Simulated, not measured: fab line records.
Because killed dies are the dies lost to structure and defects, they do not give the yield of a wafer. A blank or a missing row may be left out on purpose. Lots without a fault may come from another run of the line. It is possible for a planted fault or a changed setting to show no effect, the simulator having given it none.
The tool behind it: which one? ; flow nand_harc ; 36 wafers from 12 lots sampled at 5 of the route's 1302 steps

== WHAT THE GAUGES READ, wafer by wafer ==
NHARC_END_SORT_01.
lot;measured;on;killed_at_array;killed_at_other;killed_at_periphery;killed_dies;killed_open;killed_short
L316;day 24 12:54;prober-01;31 15 17;0 0 2;4 3 2;35 18 21;5 1 2;5 5 3
L319;day 25 08:39;prober-01;58 46 54;2 1 0;7 10 9;67 57 63;4 5 3;2 5 3
L321;day 26 02:25;prober-02;64 53 70;1 0 1;5 5 6;70 58 77;7 3 7;1 2 0
L322;day 27 00:16;prober-02;40 33 33;0 0 0;0 7 2;40 40 35;2 1 1;2 1 2
L324;day 27 14:41;prober-01;20 25 21;0 1 0;2 5 5;22 31 26;3 3 1;0 0 1
L325;day 28 02:10;prober-02;63 64 57;3 0 3;8 5 4;74 69 64;0 3 5;4 2 6
L326;day 29 11:52;prober-01;34 30 36;0 0 0;3 5 3;37 35 39;2 6 3;1 2 3
L329;day 29 21:22;prober-01;40 52 40;0 1 0;10 6 2;50 59 42;4 3 5;1 6 1
L337;day 32 18:00;prober-01;36 36 31;0 0 0;6 4 6;42 40 37;3 4 5;5 2 0
L336;day 33 04:43;prober-02;42 44 52;0 2 0;5 3 4;47 49 56;1 3 2;1 2 3
L338;day 33 09:38;prober-01;39 52 29;2 1 1;1 4 4;42 57 34;1 3 2;1 4 0
L339;day 34 00:09;prober-01;20 27 23;0 1 1;9 5 10;29 33 34;2 4 6;0 4 1

== WHAT TOOL EACH LOT RAN ON (gives the tool, then ch and the chambers of the sampled wafers, and finally the start) ==
lot;NHARC_A_STAIRCASE_DESCUM_270;NHARC_A_STAIRCASE_DESCUM_291;NHARC_A_STAIRCASE_ETCH_294;NHARC_A_STAIRCASE_HM_DEP_462
L316;rie_diel-10 ch 1,2,3, day 16 16:45;rie_diel-10 ch 1,3, day 16 22:37;rie_diel-10 ch 2,3, day 16 23:20;acl_dep-01 ch 0, day 17 01:07
L319;rie_diel-01 ch 0,2,3, day 17 13:52;rie_diel-05 ch 0,3, day 17 21:43;rie_diel-05 ch 1,2, day 17 22:24;acl_dep-02 ch 0, day 18 04:46
L321;rie_diel-01 ch 0,1, day 18 06:35;rie_diel-01 ch 0,2,3, day 18 13:06;rie_diel-01 ch 0,1,3, day 18 14:29;acl_dep-03 ch 0, day 18 16:10
L322;rie_diel-05 ch 0,1,3, day 18 20:34;rie_diel-10 ch 1,2,3, day 19 07:18;rie_diel-10 ch 2,3, day 19 08:20;acl_dep-02 ch 0, day 19 13:45
L324;rie_diel-10 ch 0,1,2, day 19 21:41;rie_diel-05 ch 0,1,2, day 20 06:53;rie_diel-05 ch 0,2,3, day 20 07:29;acl_dep-03 ch 0, day 20 09:08
L325;rie_diel-10 ch 2,3, day 20 07:50;rie_diel-05 ch 1,2, day 20 18:12;rie_diel-05 ch 0,3, day 20 19:07;acl_dep-03 ch 0, day 20 20:47
L326;rie_diel-05 ch 0,1,2, day 20 22:17;rie_diel-10 ch 1,2, day 21 04:07;rie_diel-10 ch 1,3, day 21 04:43;acl_dep-02 ch 0, day 21 07:17
L329;rie_diel-01 ch 0,1, day 21 20:25;rie_diel-05 ch 2,3, day 22 02:18;rie_diel-05 ch 0,1,2, day 22 03:04;acl_dep-01 ch 0, day 22 05:33
L337;rie_diel-01 ch 1,3, day 24 20:49;rie_diel-10 ch 0,1,3, day 25 04:35;rie_diel-10 ch 0,1,2, day 25 05:21;acl_dep-03 ch 0, day 25 06:49
L336;rie_diel-10 ch 1,2, day 24 22:22;rie_diel-05 ch 1,2,3, day 25 04:44;rie_diel-05 ch 0,2,3, day 25 05:34;acl_dep-01 ch 0, day 25 08:16
L338;rie_diel-10 ch 1,2,3, day 25 00:31;rie_diel-10 ch 0,2,3, day 25 06:33;rie_diel-10 ch 1,3, day 25 07:08;acl_dep-02 ch 0, day 25 10:10
L339;rie_diel-01 ch 0,2,3, day 26 09:29;rie_diel-05 ch 0,1,2, day 26 18:43;rie_diel-05 ch 0,1,3, day 26 19:19;acl_dep-02 ch 0, day 26 23:35
- NHARC_A_STAIRCASE_DESCUM_270: chemistry O2, time 3 s.
- NHARC_A_STAIRCASE_DESCUM_291: chemistry O2, time 3 s.
- NHARC_A_STAIRCASE_ETCH_294: etches the open film in C4F8/O2/Ar, target depth 4989 nm, time 1211.6 s.
- NHARC_A_STAIRCASE_HM_DEP_462: deposits aC, target thk 800 nm.

== AS READ BY THE TOOLS THEMSELVES (means over the sampled wafers that have a number; for cases with no such wafer, the mark the record gives instead) ==
NHARC_A_STAIRCASE_DESCUM_270.
lot;tool;drypump_motor_current_A (A);oes_product_au (a.u.);rf_vpp_V (V);showerhead_plenum_p_Torr (Torr);throttle_valve_pct (%)
L316;rie_diel-10;6.0;0.986;57.6;1.95;11.307
L319;rie_diel-01;5.6;1.006;57.8;1.94;11.318
L321;rie_diel-01;5.7;1.006;58.2;1.98;11.309
L322;rie_diel-05;5.6;0.995;57.7;1.86;11.315
L324;rie_diel-10;5.7;1.001;57.7;1.97;11.315
L325;rie_diel-10;5.9;1.011;58.8;1.96;11.316
L326;rie_diel-05;5.4;1.002;56.6;1.92;11.322
L329;rie_diel-01;5.9;0.999;58.7;2.00;11.317
L337;rie_diel-01;5.9;1.002;57.1;1.96;11.309
L336;rie_diel-10;6.0;1.006;58.1;1.98;11.308
L338;rie_diel-10;6.0;1.010;57.5;1.92;11.311
L339;rie_diel-01;5.6;1.000;57.8;1.92;11.315

NHARC_A_STAIRCASE_DESCUM_291.
lot;tool;drypump_motor_current_A (A);oes_product_au (a.u.);rf_vpp_V (V);showerhead_plenum_p_Torr (Torr);throttle_valve_pct (%)
L316;rie_diel-10;6.0;0.999;57.3;1.89;11.302
L319;rie_diel-05;5.3;1.006;57.2;1.88;11.314
L321;rie_diel-01;5.6;1.013;57.1;1.94;11.309
L322;rie_diel-10;6.0;1.010;57.7;1.94;11.308
L324;rie_diel-05;5.4;1.008;58.2;1.92;11.312
L325;rie_diel-05;5.7;1.003;57.2;1.87;11.315
L326;rie_diel-10;6.2;1.001;58.8;1.97;11.307
L329;rie_diel-05;5.1;1.004;56.9;1.90;11.310
L337;rie_diel-10;5.8;1.014;58.4;1.90;11.314
L336;rie_diel-05;5.4;1.001;57.6;1.87;11.310
L338;rie_diel-10;5.5;1.000;58.0;1.92;11.311
L339;rie_diel-05;5.4;0.999;57.7;1.90;11.308

NHARC_A_STAIRCASE_ETCH_294.
lot;tool;bias_w (W);oes_product_au (a.u.);rf_vpp_V (V);run_length_s (s)
L316;rie_diel-10;3005;0.926;1826;1232.9
L319;rie_diel-05;3008;0.942;1831;1233.3
L321;rie_diel-01;3000;0.936;1835;1232.6
L322;rie_diel-10;2993;0.948;1826;1233.1
L324;rie_diel-05;3009;0.944;1830;1233.0
L325;rie_diel-05;-;0.932;1823;760.9
L326;rie_diel-10;2986;0.933;1822;1232.8
L329;rie_diel-05;-;0.945;1827;761.8
L337;rie_diel-10;3009;0.946;1832;1232.7
L336;rie_diel-05;3000;0.937;1827;1233.1
L338;rie_diel-10;3002;0.941;1820;1232.9
L339;rie_diel-05;2991;0.933;1818;1233.2

NHARC_A_STAIRCASE_HM_DEP_462.
lot;tool;throttle_valve_pct (%)
L316;acl_dep-01;34.993
L319;acl_dep-02;34.998
L321;acl_dep-03;34.998
L322;acl_dep-02;35.006
L324;acl_dep-03;35.000
L325;acl_dep-03;35.002
L326;acl_dep-02;35.005
L329;acl_dep-01;34.994
L337;acl_dep-03;35.000
L336;acl_dep-01;34.999
L338;acl_dep-02;35.007
L339;acl_dep-02;34.995

== THE ANSWER, worked out from the rows above alone ==
Rule: usual is defined by the lots themselves. Put in order of their means at a reading, lots are off if they are a third of the lots or fewer, leave a main group of 4 or more, and stand apart from it by a gap of 3 or more times the standard deviation of the main group's means; of several such gaps the widest counts. The tables above print the reading to a certain number of digits; a main group whose means all agree to those digits is not used. A lot without any number at a reading at which 4 lots or more have one is off too. All remaining lots with rows at the step are treated as sound. The gauges are gone through in route order, then the tools' own readings, and for those a lot's mean is taken as printed above. The first step at which some lot is off is used, and at that step the reading that is off furthest; a lot without a number counts as furthest.
Off: L325, L329, at NHARC_A_STAIRCASE_ETCH_294 (bias_w). Without a number there: L325, L329. Mean 3000 W and standard deviation 7.6 in the main group.
A tool fits if, at that step or a process step before it, it ran every lot that is off, and no sound lot after the first of them. No candidate that was tried fits.

== WHAT THE SIMULATOR PUT IN ==
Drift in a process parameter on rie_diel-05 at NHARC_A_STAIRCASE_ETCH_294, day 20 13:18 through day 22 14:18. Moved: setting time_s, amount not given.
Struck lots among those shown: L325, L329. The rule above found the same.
